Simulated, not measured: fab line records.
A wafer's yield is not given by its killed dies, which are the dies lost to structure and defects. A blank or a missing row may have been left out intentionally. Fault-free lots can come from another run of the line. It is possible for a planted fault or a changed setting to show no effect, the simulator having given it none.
Matching of chambers | flow n5-finfet | N5_STI_FIN_REVEAL_ALD_00 on ald-sin-01: 4 sister chambers
The step deposits SiO2, target thk 1 nm, pulse time 1 s. 4 wafers are shown with their chamber, then 12 later ones without.

WAFERS WITH THEIR CHAMBER
wafer  | chamber | heater-power-w (W)
L082.4 | 2       | 495
L082.5 | 3       | 487
L090.5 | 0       | 447
L090.6 | 1       | 531

WAFERS WITHOUT THEIR CHAMBER
wafer  | heater-power-w (W)
L092.4 | 534
L092.5 | 464
L092.6 | 475
L093.2 | 537
L093.3 | 473
L093.5 | 449
L094.1 | 468
L094.2 | 539
L094.3 | 440
L097.1 | 446
L097.3 | 462
L097.5 | 447

THE CHAMBER EACH PASSED THROUGH
wafer  | from the rows above          | in truth
L092.4 | 1                            | 1
L092.5 | can't be placed: 0 or 3 or 2 | 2
L092.6 | can't be placed: 3 or 2 or 0 | 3
L093.2 | 1                            | 1
L093.3 | can't be placed: 3 or 2 or 0 | 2
L093.5 | 0                            | 0
L094.1 | can't be placed: 3 or 0 or 2 | 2
L094.2 | 1                            | 1
L094.3 | 0                            | 0
L097.1 | 0                            | 0
L097.3 | can't be placed: 0 or 3 or 2 | 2
L097.5 | 0                            | 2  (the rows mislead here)
6 of 12 placed correctly. Can't be placed from these rows: 5 (the true chamber is among the candidates in 5). Placed wrongly: 1.
How it was worked out, from the rows above alone: a wafer's distance from a chamber is the root of the sum, over the readings, of the square of ((its reading less the chamber's mean) divided by the reading's scatter). The wafer belongs to the nearest chamber; if the next one is less than 2 further off, it can't be placed. A chamber's mean is the mean of its shown wafers. The scatter: with one shown wafer a chamber, the root of the mean of the squares of how far each hidden wafer lies from its nearest shown one.
